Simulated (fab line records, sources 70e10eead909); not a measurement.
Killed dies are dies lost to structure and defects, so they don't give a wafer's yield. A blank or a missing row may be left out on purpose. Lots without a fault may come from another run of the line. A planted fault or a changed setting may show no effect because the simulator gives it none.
Which tool did it? | flow nand_harc | 11 lots, 33 wafers sampled, at 5 steps of a route of 1302

WHAT THE GAUGES READ, wafer by wafer
NHARC_P_M1_CD_MEAS_09: target cd 130 nm.
lot  | measured     | on        | cd_nm (nm)
L320 | day 6 05:22  | cd_sem-01 | 129.9 129.8 129.9
L321 | day 6 22:08  | cd_sem-03 | 129.6 130.0 129.5
L323 | day 7 07:56  | cd_sem-03 | 129.8 129.9 129.6
L326 | day 8 14:50  | cd_sem-02 | 130.3 130.2 130.3
L328 | day 9 09:19  | cd_sem-01 | 130.3 130.3 130.0
L327 | day 9 09:52  | cd_sem-01 | 129.8 130.5 130.3
L332 | day 11 02:36 | cd_sem-02 | 127.8 128.2 128.1
L337 | day 13 13:12 | cd_sem-03 | 128.5 128.7 128.4
L339 | day 13 23:02 | cd_sem-02 | 129.6 129.7 130.1
L340 | day 14 13:34 | cd_sem-01 | 129.8 129.1 129.5
L342 | day 15 16:40 | cd_sem-01 | 130.3 129.8 129.8

WHICH TOOL RAN EACH LOT (tool, then ch and the chambers of the sampled wafers, then the start)
lot  | NHARC_P_M0_DESCUM_14               | NHARC_P_M0_PRE_CLEAN_31         | NHARC_P_M0_DEP_32               | NHARC_P_M1_EXPOSE_06
L320 | rie_diel-09 ch 0,2,3, day 6 01:26  | pecvd-01 ch 0,1,2, day 6 04:12  | pecvd-01 ch 0,1,2, day 6 04:22  | arfi_scanner-01 ch 0, day 6 05:14
L321 | rie_diel-08 ch 0,2, day 6 18:17    | pecvd-02 ch 1,2, day 6 20:51    | pecvd-02 ch 1,2, day 6 20:58    | arfi_scanner-03 ch 0, day 6 22:00
L323 | rie_diel-08 ch 0,2,3, day 7 04:04  | pecvd-03 ch 0,1,2, day 7 06:37  | pecvd-03 ch 0,1,2, day 7 06:41  | arfi_scanner-01 ch 0, day 7 07:48
L326 | rie_diel-08 ch 2, day 8 10:51      | pecvd-01 ch 1,2, day 8 13:31    | pecvd-01 ch 1,2, day 8 13:36    | arfi_scanner-01 ch 0, day 8 14:42
L328 | rie_diel-01 ch 0,1,3, day 9 05:31  | pecvd-01 ch 1,2, day 9 08:07    | pecvd-01 ch 1,2, day 9 08:11    | arfi_scanner-01 ch 0, day 9 09:10
L327 | rie_diel-01 ch 0,2,3, day 9 05:58  | pecvd-01 ch 0,1,2, day 9 08:41  | pecvd-01 ch 0,1,2, day 9 08:46  | arfi_scanner-01 ch 0, day 9 09:43
L332 | rie_diel-08 ch 0,2, day 10 22:42   | pecvd-03 ch 0,1, day 11 01:16   | pecvd-03 ch 0,1, day 11 01:25   | arfi_scanner-01 ch 0, day 11 02:28
L337 | rie_diel-01 ch 0,2,3, day 13 09:20 | pecvd-02 ch 0,1,2, day 13 11:53 | pecvd-02 ch 0,1,2, day 13 11:59 | arfi_scanner-01 ch 0, day 13 13:04
L339 | rie_diel-01 ch 2,3, day 13 19:18   | pecvd-03 ch 0,1,2, day 13 21:52 | pecvd-03 ch 0,1,2, day 13 21:58 | arfi_scanner-03 ch 0, day 13 22:55
L340 | rie_diel-08 ch 0,3, day 14 09:04   | pecvd-02 ch 0,2, day 14 12:15   | pecvd-02 ch 0,2, day 14 12:23   | arfi_scanner-02 ch 0, day 14 13:25
L342 | rie_diel-08 ch 0,1,2, day 15 12:44 | pecvd-01 ch 0,1,2, day 15 15:20 | pecvd-01 ch 0,1,2, day 15 15:25 | arfi_scanner-03 ch 0, day 15 16:31
- NHARC_P_M0_DESCUM_14: chemistry O2, time 3 s.
- NHARC_P_M0_PRE_CLEAN_31: time 12 s.
- NHARC_P_M0_DEP_32: deposits SiCN, target thk 30 nm.
- NHARC_P_M1_EXPOSE_06: exposes mask P M1, target cd 130 nm.

THE ANSWER, worked out from the rows above alone
Rule: what is usual is taken from the lots themselves. Put in order of their means at a reading, lots are off if they are a third of the lots or fewer, leave a main group of 4 or more, and stand apart from it by a gap of 3 or more times the standard deviation of the main group's means; of several such gaps the widest counts. A main group whose means are all the same, to the digits that the tables above print for the reading, isn't used. A lot without any number at a reading at which 4 lots or more have one is off too. The other lots that the step has rows for count as sound.
Off: L332, L337, at NHARC_P_M1_CD_MEAS_09 (cd_nm). The main group: mean 129.9 nm, standard deviation 0.25.
A tool fits if, at a process step before that reading, it ran every lot that is off, and no sound lot after the first of them. The gauges at NHARC_P_M1_CD_MEAS_09 are tried like those tools. One fits: arfi_scanner-01 at NHARC_P_M1_EXPOSE_06. Its last sound lot is L327 (day 9 09:43), its first lot that is off L332 (day 11 02:28): a fault that began between those two fits.

WHAT THE SIMULATOR HAD PUT IN
Process parameter drift: arfi_scanner-01, from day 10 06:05 on, at NHARC_P_M1_EXPOSE_06. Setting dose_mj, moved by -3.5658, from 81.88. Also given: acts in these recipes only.
Lots struck among those shown: L332, L337. The rule above found the same.
